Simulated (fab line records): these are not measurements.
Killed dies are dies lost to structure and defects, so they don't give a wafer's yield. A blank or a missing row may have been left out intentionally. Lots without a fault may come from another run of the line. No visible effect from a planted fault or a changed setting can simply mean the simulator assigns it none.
Which tool was responsible?	flow n5-finfet	72 wafers from 24 lots sampled at 6 of the route's 1938 steps

## WHAT THE GAUGES SHOWED, per wafer
N5_BEOL_M15_CD_MEAS_28 targets a cd of 407.6 nm. Usual: cd-nm 406.6 nm, standard deviation 2.2.
lot	measured	on	cd-nm (nm)	flag
L076	day 11 23:04	cd-sem-02	403.1 406.5 406.8	
L075	day 12 03:16	cd-sem-02	404.4 405.3 402.0	
L074	day 12 05:56	cd-sem-03	404.2 407.9 401.8	
L077	day 12 10:30	cd-sem-02	407.3 406.6 407.4	
L078	day 12 19:11	cd-sem-02	406.2 404.7 405.4	
L079	day 12 20:33	cd-sem-01	404.1 406.7 405.1	
L080	day 13 05:32	cd-sem-01	405.8 405.8 407.9	
L082	day 13 08:20	cd-sem-02	406.7 405.3 404.7	
L081	day 13 13:06	cd-sem-01	408.8 407.2 406.8	
L083	day 13 19:09	cd-sem-03	410.6 409.5 410.7	
L084	day 13 19:19	cd-sem-03	406.0 409.3 407.9	
L085	day 14 20:29	cd-sem-01	405.5 408.4 407.0	
L086	day 15 01:34	cd-sem-03	402.7 403.4 405.6	
L088	day 15 07:27	cd-sem-01	406.9 407.0 405.9	
L087	day 15 11:06	cd-sem-02	405.3 403.9 407.4	
L089	day 15 15:11	cd-sem-02	407.0 404.7 407.7	
L090	day 15 20:21	cd-sem-02	408.4 406.8 408.3	
L091	day 16 02:22	cd-sem-01	408.5 406.9 405.3	
L092	day 16 09:03	cd-sem-03	405.9 404.9 408.3	
L094	day 16 18:57	cd-sem-01	406.7 407.0 404.5	
L093	day 16 20:20	cd-sem-01	409.4 407.6 411.4	
L095	day 17 07:48	cd-sem-01	406.3 405.4 409.6	
L097	day 17 09:14	cd-sem-03	406.0 408.5 404.0	
L096	day 17 09:26	cd-sem-03	408.5 410.5 412.0	

N5_MIM_TOP_LITHO_CD_MEAS_08 targets a cd of 2000 nm. Usual: cd-nm 1999.0 nm, standard deviation 2.3.
lot	measured	on	cd-nm (nm)	flag
L076	day 12 07:09	cd-sem-01	1996.5 1999.8 1998.7	
L075	day 12 11:29	cd-sem-02	1996.5 2001.5 1999.2	
L074	day 12 15:07	cd-sem-01	1999.9 1999.0 2001.0	
L077	day 12 16:28	cd-sem-01	2003.1 1995.5 1999.9	
L078	day 13 01:48	cd-sem-01	2000.2 2002.9 2002.5	
L079	day 13 10:26	cd-sem-03	1999.9 2002.7 2003.6	
L080	day 13 14:49	cd-sem-02	1997.2 1999.6 1999.7	
L082	day 13 16:06	cd-sem-03	2002.1 2000.0 1997.5	
L081	day 13 20:13	cd-sem-01	1999.2 2002.5 2001.2	
L083	day 14 02:28	cd-sem-01	2001.7 2000.8 1998.0	
L084	day 14 06:11	cd-sem-01	1997.8 2000.5 1998.5	
L085	day 15 03:17	cd-sem-02	1996.2 1995.6 1994.8	
L086	day 15 08:21	cd-sem-02	2001.8 1998.9 1999.7	
L088	day 15 16:56	cd-sem-01	1999.4 1994.0 1997.7	
L087	day 15 21:38	cd-sem-02	2000.3 1997.4 2002.2	
L089	day 15 22:10	cd-sem-03	1998.6 1996.3 1998.0	
L090	day 16 02:32	cd-sem-01	1999.5 1998.0 1996.5	
L091	day 16 10:46	cd-sem-01	1996.0 2001.7 2001.4	
L092	day 16 16:23	cd-sem-03	1993.9 2000.2 1996.8	
L094	day 17 04:13	cd-sem-03	1998.9 2001.4 1998.6	
L093	day 17 05:12	cd-sem-03	2000.1 1999.4 2003.5	
L095	day 17 19:58	cd-sem-03	2001.9 2001.3 2002.5	
L097	day 17 19:46	cd-sem-03	1998.1 1997.9 1998.5	
L096	day 17 19:55	cd-sem-01	2000.6 2002.1 1994.1	

## EACH LOT AND THE TOOL THAT RAN IT (in order: tool; ch and the chambers of the sampled wafers; start)
lot	N5_BEOL_M15_ETCH_57	N5_BEOL_M15_STRIP_37	N5_PASSIVATION_PECVD_00	N5_MIM_BOT_DEGAS_01
L076	rie-diel-02 ch 2,3, day 11 22:10	rie-diel-06 ch 0,1, day 12 03:14 or earlier	pecvd-04 ch 0,1,2, day 12 03:14	pvd-sputter-02, day 12 05:38
L075	rie-diel-06 ch 1,2,3, day 12 02:22	rie-diel-02 ch 0,1,2, day 12 08:32 or earlier	pecvd-02 ch 0,1, day 12 08:32	pvd-sputter-03, day 12 09:44
L074	rie-diel-03 ch 0,1,2, day 12 05:02	rie-diel-02 ch 0,1,3, day 12 12:11 or earlier	pecvd-01 ch 1,2, day 12 12:11	pvd-sputter-01, day 12 12:20
L077	rie-diel-03 ch 0,1,2, day 12 09:36	rie-diel-02 ch 0,1,3, day 12 14:22 or earlier	pecvd-01 ch 1,2, day 12 14:22	pvd-sputter-01, day 12 14:56
L078	rie-diel-03 ch 0,1,2, day 12 18:25	rie-diel-02 ch 1,2,3, day 12 23:08 or earlier	pecvd-04 ch 0,1,2, day 12 23:08	pvd-sputter-03, day 13 00:24
L079	rie-diel-06 ch 0,3, day 12 19:38	rie-diel-02 ch 0,1,2, day 13 06:47 or earlier	pecvd-02 ch 0,1, day 13 06:47	pvd-sputter-02, day 13 09:16
L080	rie-diel-02 ch 1,2, day 13 04:38	rie-diel-03 ch 0,2,3, day 13 12:31 or earlier	pecvd-01 ch 0,1, day 13 12:31	pvd-sputter-02, day 13 12:50
L082	rie-diel-02 ch 0,2,3, day 13 07:34	rie-diel-06 ch 0,2,3, day 13 13:57 or earlier	pecvd-01 ch 0,1,2, day 13 13:57	pvd-sputter-02, day 13 14:53
L081	rie-diel-02 ch 1,2,3, day 13 12:12	rie-diel-02 ch 0,1,3, day 13 18:08 or earlier	pecvd-01 ch 0,1, day 13 18:08	pvd-sputter-03, day 13 18:58
L083	rie-diel-06 ch 1,2,3, day 13 18:15	rie-diel-06 ch 2,3, day 14 00:52 or earlier	pecvd-02 ch 1,2, day 14 00:52	pvd-sputter-03, day 14 00:55
L084	rie-diel-02 ch 0,1,3, day 13 18:22	rie-diel-03 ch 0,1,2, day 14 02:17 or earlier	pecvd-04 ch 1,2, day 14 02:17	pvd-sputter-02, day 14 02:46
L085	rie-diel-06 ch 0,1,2, day 14 19:35	rie-diel-03 ch 1,2, day 15 01:24 or earlier	pecvd-02 ch 0,2, day 15 01:24	pvd-sputter-03, day 15 01:58
L086	rie-diel-06 ch 0,2,3, day 15 00:40	rie-diel-02 ch 0,2, day 15 05:53 or earlier	pecvd-04 ch 0,1, day 15 05:53	pvd-sputter-02, day 15 06:54
L088	rie-diel-02 ch 1,2,3, day 15 06:41	rie-diel-06 ch 0,1,2, day 15 13:04 or earlier	pecvd-02 ch 0,1,2, day 15 13:04	pvd-sputter-02, day 15 14:08
L087	rie-diel-03 ch 0,1,3, day 15 10:20	rie-diel-03 ch 0,2,3, day 15 16:43 or earlier	pecvd-02 ch 0,1, day 15 16:43	pvd-sputter-02, day 15 17:23
L089	rie-diel-06 ch 1,3, day 15 14:17	rie-diel-03 ch 2,3, day 15 19:04 or earlier	pecvd-02 ch 0,2, day 15 19:04	pvd-sputter-02, day 15 20:31
L090	rie-diel-03 ch 1,2,3, day 15 19:34	rie-diel-06 ch 0,1, day 16 00:15 or earlier	pecvd-04 ch 0,1,2, day 16 00:15	pvd-sputter-01, day 16 01:06
L091	rie-diel-06 ch 0,1, day 16 01:35	rie-diel-03 ch 0,2,3, day 16 07:10 or earlier	pecvd-01 ch 1, day 16 07:10	pvd-sputter-03, day 16 08:51
L092	rie-diel-02 ch 1,2,3, day 16 08:09	rie-diel-06 ch 1,3, day 16 13:07 or earlier	pecvd-01 ch 1, day 16 13:07	pvd-sputter-01, day 16 14:22
L094	rie-diel-02 ch 1,2,3, day 16 18:11	rie-diel-02 ch 2,3, day 17 00:29 or earlier	pecvd-02 ch 0,1,2, day 17 00:29	pvd-sputter-01, day 17 00:56
L093	rie-diel-03 ch 1,2,3, day 16 19:34	rie-diel-02 ch 1,2, day 17 00:46 or earlier	pecvd-01 ch 1,2, day 17 00:46	pvd-sputter-01, day 17 03:20
L095	rie-diel-03 ch 0,1,3, day 17 06:53	rie-diel-06 ch 0,1,3, day 17 16:59 or earlier	pecvd-02 ch 0,1, day 17 16:59	pvd-sputter-02, day 17 18:38
L097	rie-diel-06 ch 0,1,2, day 17 08:20	rie-diel-02 ch 1,3, day 17 16:04 or earlier	pecvd-02 ch 0,1,2, day 17 16:04	pvd-sputter-02, day 17 17:39
L096	rie-diel-02 ch 1,2,3, day 17 08:40	rie-diel-03 ch 0,1,2, day 17 16:05 or earlier	pecvd-01 ch 0,1,2, day 17 16:05	pvd-sputter-02, day 17 17:46
- N5_BEOL_M15_ETCH_57: etches SOC in N2/H2, time 750 s.
- N5_BEOL_M15_STRIP_37: strips in O2.
- N5_PASSIVATION_PECVD_00: deposits SiO2 from SiH4/N2O, target thk 200 nm, time 11.2 s.
- N5_MIM_BOT_DEGAS_01: time 60 s.

## AS READ BY THE TOOLS THEMSELVES (means over the sampled wafers that have a number; for cases with no such wafer, the mark the record gives instead)
N5_BEOL_M15_ETCH_57. Usual: drypump-motor-current-A 5.9 A, standard deviation 0.47; oes-product-au 0.81 a.u., standard deviation 0.076; rf-fwd-power-W 2998 W, standard deviation 8.9; rf-vpp-V 523.5 V, standard deviation 2.1; showerhead-plenum-p-Torr 2.53 Torr, standard deviation 0.069; throttle-valve-pct 17.7 %, standard deviation 0.31.
lot	tool	drypump-motor-current-A (A)	oes-product-au (a.u.)	rf-fwd-power-W (W)	rf-vpp-V (V)	showerhead-plenum-p-Torr (Torr)	throttle-valve-pct (%)	flag
L076	rie-diel-02	5.6	0.85	3003	522.1	2.49	17.7	
L075	rie-diel-06	5.4	0.83	2999	525.2	2.57	17.8	
L074	rie-diel-03	6.1	0.84	2999	522.7	2.48	17.5	
L077	rie-diel-03	6.2	0.84	3002	522.3	2.48	17.5	
L078	rie-diel-03	6.2	0.84	2999	522.3	2.48	17.5	
L079	rie-diel-06	5.6	0.84	2994	526.4	2.64	17.6	
L080	rie-diel-02	6.5	0.81	2987	523.5	2.54	17.8	
L082	rie-diel-02	5.9	0.78	2997	522.8	2.52	17.7	
L081	rie-diel-02	6.0	0.82	2994	523.0	2.51	17.7	
L083	rie-diel-06	5.4	0.81	2993	524.4	2.57	17.8	
L084	rie-diel-02	6.0	0.75	3000	523.7	2.53	17.5	
L085	rie-diel-06	5.6	0.79	3001	523.1	2.53	18.0	
L086	rie-diel-06	5.6	0.78	2997	524.9	2.59	17.9	
L088	rie-diel-02	6.0	0.79	2996	522.3	2.50	17.7	
L087	rie-diel-03	5.9	0.84	2990	522.4	2.49	17.7	
L089	rie-diel-06	5.5	0.86	3000	525.1	2.55	17.6	
L090	rie-diel-03	6.0	0.83	3000	523.8	2.51	17.6	
L091	rie-diel-06	5.7	0.84	2998	522.5	2.51	17.8	
L092	rie-diel-02	6.0	0.80	3003	522.1	2.50	17.8	
L094	rie-diel-02	6.0	0.79	2995	522.0	2.50	17.8	
L093	rie-diel-03	6.0	0.83	2996	523.6	2.51	17.6	
L095	rie-diel-03	5.9	0.83	2998	522.0	2.48	17.7	
L097	rie-diel-06	5.6	0.78	2997	523.3	2.52	18.0	
L096	rie-diel-02	6.0	0.77	3000	521.6	2.49	17.8	

N5_BEOL_M15_STRIP_37. Usual: drypump-motor-current-A 5.9 A, standard deviation 0.49; oes-product-au 0.80 a.u., standard deviation 0.078; rf-vpp-V 3.7 V, standard deviation 0.67; showerhead-plenum-p-Torr 2.09 Torr, standard deviation 0.066; temp-c 60.00 C, standard deviation 0.12; throttle-valve-pct 16.64 %, standard deviation 0.24.
lot	tool	drypump-motor-current-A (A)	oes-product-au (a.u.)	rf-vpp-V (V)	showerhead-plenum-p-Torr (Torr)	temp-c (C)	throttle-valve-pct (%)	flag
L076	rie-diel-06	5.9	0.85	3.3	2.10	60.05	16.78	
L075	rie-diel-02	6.3	0.79	3.8	2.11	59.91	16.57	
L074	rie-diel-02	6.1	0.75	4.4	2.10	60.02	16.54	
L077	rie-diel-02	6.1	0.76	3.1	2.10	59.93	16.53	
L078	rie-diel-02	6.0	0.83	3.7	2.06	59.96	16.52	
L079	rie-diel-02	6.3	0.78	3.9	2.11	59.98	16.58	
L080	rie-diel-03	6.2	0.82	3.4	2.12	59.99	16.58	
L082	rie-diel-06	5.6	0.79	4.4	2.14	60.04	16.84	
L081	rie-diel-02	6.0	0.75	3.5	2.09	59.97	16.54	
L083	rie-diel-06	5.4	0.80	4.3	2.17	60.01	16.71	
L084	rie-diel-03	6.1	0.83	3.4	2.05	59.89	16.58	
L085	rie-diel-03	5.9	0.77	3.8	2.03	59.86	16.86	
L086	rie-diel-02	6.2	0.93	3.8	2.11	60.06	16.29	
L088	rie-diel-06	5.6	0.78	3.8	2.08	59.97	16.85	
L087	rie-diel-03	6.2	0.89	3.8	2.11	60.01	16.45	
L089	rie-diel-03	6.3	0.88	3.4	2.14	59.92	16.57	
L090	rie-diel-06	5.6	0.84	3.1	2.07	60.07	16.65	
L091	rie-diel-03	6.2	0.88	3.7	2.11	60.03	16.44	
L092	rie-diel-06	5.4	0.84	3.9	2.16	60.11	16.52	
L094	rie-diel-02	5.8	0.83	3.2	2.03	59.96	16.62	
L093	rie-diel-02	6.3	0.81	3.9	2.06	60.04	16.64	
L095	rie-diel-06	5.6	0.82	3.2	2.12	60.07	16.69	
L097	rie-diel-02	5.7	0.76	4.2	2.04	60.10	16.58	
L096	rie-diel-03	6.2	0.80	4.6	2.04	59.99	16.64	

N5_PASSIVATION_PECVD_00. Usual: heater-power-w 632 W, standard deviation 89; rf-fwd-power-W 600.9 W, standard deviation 2.4; showerhead-plenum-p-Torr 8.16 Torr, standard deviation 0.083; susceptor-temp-C 400.01 C, standard deviation 0.21; throttle-valve-pct 51.4 %, standard deviation 2.3.
lot	tool	heater-power-w (W)	rf-fwd-power-W (W)	showerhead-plenum-p-Torr (Torr)	susceptor-temp-C (C)	throttle-valve-pct (%)	flag
L076	pecvd-04	618	598.2	8.13	400.07	53.0	
L075	pecvd-02	671	602.7	8.19	399.76	52.4	
L074	pecvd-01	553	603.1	8.20	399.91	51.1	
L077	pecvd-01	567	601.3	8.18	399.88	50.9	
L078	pecvd-04	718	600.6	8.14	399.99	53.0	
L079	pecvd-02	621	602.2	8.20	399.93	52.5	
L080	pecvd-01	616	600.2	8.23	400.14	49.9	
L082	pecvd-01	569	600.8	8.20	399.92	50.3	
L081	pecvd-01	617	602.8	8.25	399.94	50.4	
L083	pecvd-02	614	602.2	8.14	400.25	53.3	
L084	pecvd-04	718	598.7	8.13	399.95	50.9	
L085	pecvd-02	673	599.1	8.08	399.94	50.1	
L086	pecvd-04	714	601.9	8.20	399.91	54.7	
L088	pecvd-02	612	600.3	8.14	400.08	51.4	
L087	pecvd-02	754	603.0	8.20	399.99	50.7	
L089	pecvd-02	715	601.6	8.12	400.24	49.5	
L090	pecvd-04	677	598.1	8.13	399.87	53.1	
L091	pecvd-01	552	601.1	8.26	400.28	51.0	
L092	pecvd-01	571	604.2	8.24	399.90	51.1	
L094	pecvd-02	653	601.7	8.16	400.01	51.4	
L093	pecvd-01	580	602.5	8.21	399.89	51.1	
L095	pecvd-02	703	600.9	8.20	399.97	52.6	
L097	pecvd-02	656	601.7	8.14	400.06	51.7	
L096	pecvd-01	585	599.7	8.20	400.29	50.5	

N5_MIM_BOT_DEGAS_01. Usual: heater-power-w 455 W, standard deviation 34; susceptor-temp-C 300.00 C, standard deviation 0.18.
lot	tool	heater-power-w (W)	susceptor-temp-C (C)	flag
L076	pvd-sputter-02	463	299.93	
L075	pvd-sputter-03	428	300.06	
L074	pvd-sputter-01	485	300.10	
L077	pvd-sputter-01	473	300.14	
L078	pvd-sputter-03	432	299.90	
L079	pvd-sputter-02	475	299.99	
L080	pvd-sputter-02	480	300.15	
L082	pvd-sputter-02	476	300.03	
L081	pvd-sputter-03	416	299.93	
L083	pvd-sputter-03	430	300.08	
L084	pvd-sputter-02	478	300.11	
L085	pvd-sputter-03	427	299.96	
L086	pvd-sputter-02	487	300.11	
L088	pvd-sputter-02	425	299.97	
L087	pvd-sputter-02	479	299.93	
L089	pvd-sputter-02	471	299.87	
L090	pvd-sputter-01	476	300.04	
L091	pvd-sputter-03	429	299.84	
L092	pvd-sputter-01	462	299.79	
L094	pvd-sputter-01	470	299.97	
L093	pvd-sputter-01	462	300.08	
L095	pvd-sputter-02	471	300.18	
L097	pvd-sputter-02	486	300.03	
L096	pvd-sputter-02	476	300.09	

## THE ANSWER, worked out from the rows above alone
Rule: a lot is off if the mean of its wafers that have a number lies more than 3 standard deviations from the usual mean. Also off: a lot with no number at a reading for which 4 or more lots have one. Where the step has rows for the other lots, those lots are counted as sound. The gauges are gone through in route order, then the tools' own readings, and for those a lot's mean is taken as printed above. At the first step where some lot is off, the reading lying furthest off is the one used; lots without a number count as furthest.
Nothing can be told from this: no lot is off at any reading shown.

## WHAT THE SIMULATOR HAD INSERTED
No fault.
